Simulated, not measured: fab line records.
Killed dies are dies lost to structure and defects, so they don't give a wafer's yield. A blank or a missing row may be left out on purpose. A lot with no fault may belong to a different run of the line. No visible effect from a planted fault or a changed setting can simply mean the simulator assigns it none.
Chamber matching / flow nand-harc / NHARC_A_M0_CMP_23 on cmp-04: 4 sister chambers
The step polishes, t overpolish 20 s, target thk 113.75 nm. 8 wafers are shown with their chamber, then 7 later ones without.

## EACH WAFER AND ITS CHAMBER
wafer=L334.3; chamber=1; motor-current-A (A)=12.7; edge-zone-pressure-frac=1.001
wafer=L334.4; chamber=0; motor-current-A (A)=13.3; edge-zone-pressure-frac=0.998
wafer=L334.6; chamber=3; motor-current-A (A)=13.1; edge-zone-pressure-frac=0.990
wafer=L335.3; chamber=0; motor-current-A (A)=13.4; edge-zone-pressure-frac=0.994
wafer=L335.4; chamber=2; motor-current-A (A)=13.1; edge-zone-pressure-frac=1.007
wafer=L335.6; chamber=3; motor-current-A (A)=13.1; edge-zone-pressure-frac=1.002
wafer=L336.2; chamber=2; motor-current-A (A)=14.0; edge-zone-pressure-frac=1.002
wafer=L336.4; chamber=1; motor-current-A (A)=13.0; edge-zone-pressure-frac=1.004

## WAFERS WITHOUT THEIR CHAMBER
wafer=L336.6; motor-current-A (A)=13.6; edge-zone-pressure-frac=0.992
wafer=L339.2; motor-current-A (A)=13.2; edge-zone-pressure-frac=0.997
wafer=L339.4; motor-current-A (A)=12.3; edge-zone-pressure-frac=1.002
wafer=L339.6; motor-current-A (A)=12.8; edge-zone-pressure-frac=0.997
wafer=L341.2; motor-current-A (A)=13.6; edge-zone-pressure-frac=1.009
wafer=L341.4; motor-current-A (A)=13.5; edge-zone-pressure-frac=0.993
wafer=L341.6; motor-current-A (A)=12.9; edge-zone-pressure-frac=1.001

## CHAMBER TAKEN BY EACH
wafer=L336.6; from the rows above=can't be placed: 0 or 3 or 2 or 1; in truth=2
wafer=L339.2; from the rows above=can't be placed: 3 or 0 or 1 or 2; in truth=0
wafer=L339.4; from the rows above=can't be placed: 1 or 3 or 0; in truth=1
wafer=L339.6; from the rows above=can't be placed: 3 or 1 or 0 or 2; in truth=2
wafer=L341.2; from the rows above=can't be placed: 2 or 1 or 0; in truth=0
wafer=L341.4; from the rows above=can't be placed: 0 or 3 or 2 or 1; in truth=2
wafer=L341.6; from the rows above=can't be placed: 1 or 3 or 0 or 2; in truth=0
Correctly placed: 0 of 7. Not placeable from these rows: 7 (in 7, the candidates include the true chamber). 0 placed wrongly.
How it was worked out, from the rows above alone: a wafer's distance from a chamber is the root of the sum, over the readings, of the square of ((its reading less the chamber's mean) divided by the reading's scatter). The wafer belongs to the nearest chamber; if the next one is less than 2 further off, it can't be placed. Each chamber's mean is taken over the wafers shown for it. The scatter is the square root of a quotient: the sum, over the shown wafers, of each reading's squared deviation from its chamber's mean, divided by wafers minus chambers.
